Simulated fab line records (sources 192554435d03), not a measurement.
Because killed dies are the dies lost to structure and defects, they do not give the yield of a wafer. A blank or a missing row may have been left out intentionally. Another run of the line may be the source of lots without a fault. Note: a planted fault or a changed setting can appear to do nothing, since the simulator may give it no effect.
Which tool is to blame? ; flow n5_finfet ; 10 lots with 30 wafers sampled at 5 steps, on a route of 1938 steps

== WHAT THE GAUGES READ, wafer by wafer ==
N5_BEOL_M4_RC_MEAS_101. Usual: DIBL_N 36.3 mV/V, standard deviation 1.8; DIBL_P 36.5 mV/V, standard deviation 2.1; IOFF_N 0.16 nA/um, standard deviation 0.031; IOFF_N_85C 3.2 nA/um, standard deviation 0.51; IOFF_N_LIN 0.075 nA/um, standard deviation 0.012; IOFF_N_LONG 5.64e-05 nA/um, standard deviation 2.2e-06; IOFF_P 0.22 nA/um, standard deviation 0.038; ION_N 677 uA/um, standard deviation 12; ION_P 466 uA/um, standard deviation 7.8; REXT_N 75.5 ohm.um, standard deviation 1.5; SS_N 71.5 mV/dec, standard deviation 0.61; SS_P 73.2 mV/dec, standard deviation 0.7; VT_N 249 mV, standard deviation 3; VT_N_LVT 99 mV, standard deviation 3.2; VT_P -248.9 mV, standard deviation 3.
lot;measured;on;DIBL_N (mV/V);DIBL_P (mV/V);IOFF_N (nA/um);IOFF_N_85C (nA/um);IOFF_N_LIN (nA/um);IOFF_N_LONG (nA/um);IOFF_P (nA/um);ION_N (uA/um);ION_P (uA/um);REXT_N (ohm.um);SS_N (mV/dec);SS_P (mV/dec);VT_N (mV);VT_N_LVT (mV);VT_P (mV);flag
L777;day 9 08:14;prober-02;38.2 36.2 39.2;38.6 36.3 38.9;0.20 0.17 0.22;3.9 3.2 4.2;0.092 0.078 0.100;5.86e-05 5.91e-05 5.83e-05;0.24 0.20 0.27;693 688 691;464 462 466;74.4 74.5 74.8;72.0 71.4 72.4;73.6 72.0 73.8;247 250 244;93 95 92;-246.9 -250.2 -246.2;
L778;day 9 09:10;prober-02;35.9 36.7 36.4;36.8 37.7 37.2;0.15 0.17 0.16;3.0 3.3 3.2;0.071 0.077 0.077;5.5e-05 5.41e-05 5.5e-05;0.20 0.22 0.20;667 664 687;456 459 463;74.9 76.4 74.5;72.2 72.4 71.9;73.3 73.4 73.5;250 252 248;101 100 102;-249.2 -251.5 -251.7;
L780;day 10 15:43;prober-01;38.0 38.9 37.6;38.8 39.3 37.4;0.20 0.21 0.17;3.8 4.0 3.2;0.090 0.096 0.075;5.41e-05 5.48e-05 5.39e-05;0.24 0.25 0.22;697 705 679;470 468 458;75.3 74.6 74.7;72.1 71.5 71.4;74.1 74.0 74.1;246 246 249;95 94 100;-249.7 -250.0 -252.2;
L782;day 10 01:01;prober-02;35.5 34.6 39.3;37.0 35.8 42.0;0.17 0.15 0.28;3.4 3.0 5.1;0.083 0.076 0.125;6.15e-05 6.2e-05 6.13e-05;0.27 0.24 0.38;689 687 708;478 480 488;76.6 76.5 76.5;71.1 71.0 72.2;73.5 72.2 73.6;246 249 238;97 99 91;-243.1 -246.4 -240.6;
L783;day 10 10:07;prober-02;36.3 34.8 38.2;36.3 34.0 39.1;0.14 0.12 0.18;2.8 2.4 3.5;0.068 0.058 0.086;5.69e-05 5.62e-05 5.62e-05;0.18 0.15 0.22;665 664 693;455 455 465;73.7 74.4 75.6;71.3 71.0 70.9;73.1 72.9 74.1;252 256 249;97 100 94;-255.5 -258.4 -252.0;
L785;day 10 20:47;prober-01;39.5 37.6 40.1;38.0 36.5 38.6;0.17 0.16 0.18;3.4 3.1 3.5;0.077 0.073 0.081;5.5e-05 5.46e-05 5.5e-05;0.22 0.22 0.23;673 673 686;458 468 466;74.1 74.5 75.1;72.5 71.8 72.8;74.0 72.9 74.0;249 250 250;99 99 99;-249.8 -250.6 -247.5;
L786;day 11 08:43;prober-02;35.6 35.2 36.9;34.6 34.5 36.5;0.15 0.15 0.18;2.8 2.9 3.4;0.070 0.070 0.082;5.48e-05 5.55e-05 5.5e-05;0.21 0.21 0.25;664 675 675;460 466 463;73.4 73.1 74.1;70.8 70.6 71.5;72.6 73.3 73.8;251 250 248;101 101 98;-247.7 -248.2 -245.0;
L787;day 11 09:18;prober-01;37.9 34.4 35.5;38.5 33.2 34.8;0.17 0.11 0.13;3.2 2.2 2.5;0.077 0.053 0.061;5.4e-05 5.55e-05 5.64e-05;0.26 0.18 0.20;681 655 670;468 456 465;79.5 78.9 78.8;71.8 70.1 70.9;73.0 71.7 72.9;249 257 253;98 105 102;-246.4 -253.3 -249.0;
L788;day 11 23:54;prober-01;49.7 51.5 51.8;35.6 37.7 38.3;0.52 0.68 0.65;8.4 10.5 10.1;0.159 0.198 0.186;6.02e-05 6.04e-05 6e-05;0.21 0.25 0.27;739 756 747;465 471 467;63.3 63.3 63.5;75.9 76.5 76.9;73.7 73.8 73.5;237 234 234;85 80 82;-248.6 -247.8 -247.4;OFF
L791;day 12 03:20;prober-01;48.4 47.8 50.2;35.1 34.4 37.3;0.47 0.44 0.61;7.9 7.5 9.7;0.152 0.150 0.189;6.48e-05 6.49e-05 6.61e-05;0.21 0.20 0.24;730 729 752;461 459 462;64.2 65.0 63.8;74.1 74.3 74.6;71.8 72.4 73.0;235 236 233;87 88 83;-251.0 -252.6 -247.0;OFF

== WHAT TOOL EACH LOT RAN ON (gives the tool, then ch and the chambers of the sampled wafers, and finally the start) ==
lot;N5_SD_EPI_N_VAPOR_ETCH_50;N5_BEOL_M4_ANNEAL_80;N5_BEOL_M4_ANNEAL_87;N5_BEOL_M4_SPUTTER_92
L777;epi_rpcvd-03 ch 0, day 3 14:06;pvd_sputter-02, day 9 05:40;pvd_sputter-02, day 9 06:07;pvd_sputter-02, day 9 06:41
L778;epi_rpcvd-03 ch 0, day 3 21:08;pvd_sputter-03, day 9 05:50;pvd_sputter-03, day 9 06:16;pvd_sputter-03, day 9 06:51
L780;epi_rpcvd-01 ch 0, day 4 10:30;pvd_sputter-03, day 10 12:43;pvd_sputter-03, day 10 13:10;pvd_sputter-03, day 10 13:44
L782;epi_rpcvd-03 ch 0, day 4 22:21;pvd_sputter-01, day 9 22:09;pvd_sputter-01, day 9 22:38;pvd_sputter-01, day 9 23:15
L783;epi_rpcvd-02 ch 0, day 5 02:37;pvd_sputter-01, day 10 07:21;pvd_sputter-01, day 10 07:51;pvd_sputter-01, day 10 08:30
L785;epi_rpcvd-01 ch 0, day 5 16:28;pvd_sputter-03, day 10 17:26;pvd_sputter-03, day 10 17:52;pvd_sputter-03, day 10 18:27
L786;epi_rpcvd-01 ch 0, day 5 23:11;pvd_sputter-02, day 11 06:10;pvd_sputter-02, day 11 06:36;pvd_sputter-02, day 11 07:11
L787;epi_rpcvd-01 ch 0, day 6 05:49;pvd_sputter-03, day 11 06:23;pvd_sputter-03, day 11 06:50;pvd_sputter-03, day 11 07:25
L788;epi_rpcvd-01 ch 0, day 6 10:13;pvd_sputter-03, day 11 21:20;pvd_sputter-03, day 11 21:46;pvd_sputter-03, day 11 22:21
L791;epi_rpcvd-01 ch 0, day 7 03:26;pvd_sputter-03, day 12 00:21;pvd_sputter-03, day 12 00:47;pvd_sputter-03, day 12 01:22
- N5_SD_EPI_N_VAPOR_ETCH_50: etches Si in HCl, time 54 s.
- N5_BEOL_M4_ANNEAL_80: time 240 s.
- N5_BEOL_M4_ANNEAL_87: time 240 s.
- N5_BEOL_M4_SPUTTER_92: material Cu, target thk 4.5 nm, time 8.29 s.

== AS READ BY THE TOOLS THEMSELVES (means over the sampled wafers that have a number; for cases with no such wafer, the mark the record gives instead) ==
N5_SD_EPI_N_VAPOR_ETCH_50. Usual: lamp_inner_pct 22.3 %, standard deviation 1.8; throttle_valve_pct 12.0 %, standard deviation 0.44.
lot;tool;lamp_inner_pct (%);throttle_valve_pct (%);flag
L777;epi_rpcvd-03;24.4;12.2;
L778;epi_rpcvd-03;24.2;12.4;
L780;epi_rpcvd-01;20.2;11.4;
L782;epi_rpcvd-03;24.5;12.3;
L783;epi_rpcvd-02;21.5;12.2;
L785;epi_rpcvd-01;20.2;11.2;
L786;epi_rpcvd-01;20.3;11.4;
L787;epi_rpcvd-01;20.2;11.4;
L788;epi_rpcvd-01;20.4;11.3;
L791;epi_rpcvd-01;20.2;11.2;

N5_BEOL_M4_ANNEAL_80. Usual: heater_power_w 816 W, standard deviation 80.
lot;tool;heater_power_w (W);flag
L777;pvd_sputter-02;779;
L778;pvd_sputter-03;777;
L780;pvd_sputter-03;762;
L782;pvd_sputter-01;909;
L783;pvd_sputter-01;825;
L785;pvd_sputter-03;784;
L786;pvd_sputter-02;813;
L787;pvd_sputter-03;789;
L788;pvd_sputter-03;813;
L791;pvd_sputter-03;839;

N5_BEOL_M4_ANNEAL_87. Usual: heater_power_w 816 W, standard deviation 80.
lot;tool;heater_power_w (W);flag
L777;pvd_sputter-02;787;
L778;pvd_sputter-03;784;
L780;pvd_sputter-03;738;
L782;pvd_sputter-01;885;
L783;pvd_sputter-01;818;
L785;pvd_sputter-03;787;
L786;pvd_sputter-02;803;
L787;pvd_sputter-03;783;
L788;pvd_sputter-03;804;
L791;pvd_sputter-03;832;

N5_BEOL_M4_SPUTTER_92. Usual: chuck_gas_flow_sccm 1.26 sccm, standard deviation 0.056; chuck_sensor_temp_C -16.1 C, standard deviation 0.42; throttle_valve_pct 30.2 %, standard deviation 1.
lot;tool;chuck_gas_flow_sccm (sccm);chuck_sensor_temp_C (C);throttle_valve_pct (%);flag
L777;pvd_sputter-02;1.22;-16.3;31.0;
L778;pvd_sputter-03;1.24;-15.9;30.8;
L780;pvd_sputter-03;1.29;-16.2;30.5;
L782;pvd_sputter-01;1.25;-16.1;30.1;
L783;pvd_sputter-01;1.26;-16.4;30.2;
L785;pvd_sputter-03;1.20;-16.0;30.9;
L786;pvd_sputter-02;1.31;-16.0;30.4;
L787;pvd_sputter-03;1.26;-16.1;30.8;
L788;pvd_sputter-03;1.28;-16.6;29.3;
L791;pvd_sputter-03;1.24;-15.8;30.0;

== THE ANSWER, worked out from the rows above alone ==
Rule: lot off if the mean of its wafers having a number is beyond 3 standard deviations from the usual mean. Also off: a lot with no number at a reading for which 4 or more lots have one. Any other lot the step has rows for is counted as sound. After the gauges, taken in route order, come the tools' own readings; for these a lot's mean is taken, as printed above. At the first step where some lot is off, the reading lying furthest off is the one used; lots without a number count as furthest.
Off: L788, L791, seen at N5_BEOL_M4_RC_MEAS_101 (IOFF_N).
A tool fits if, at a process step before that reading, it ran every lot that is off, and no sound lot after the first of them. The gauges at N5_BEOL_M4_RC_MEAS_101 are tried like those tools. Can't be told from this: 3 tools fit, epi_rpcvd-01 at N5_SD_EPI_N_VAPOR_ETCH_50, pvd_sputter-03 at N5_BEOL_M4_ANNEAL_80 and N5_BEOL_M4_ANNEAL_87 and N5_BEOL_M4_SPUTTER_92, prober-01 at N5_BEOL_M4_RC_MEAS_101.

== WHAT WAS PUT IN BY THE SIMULATOR ==
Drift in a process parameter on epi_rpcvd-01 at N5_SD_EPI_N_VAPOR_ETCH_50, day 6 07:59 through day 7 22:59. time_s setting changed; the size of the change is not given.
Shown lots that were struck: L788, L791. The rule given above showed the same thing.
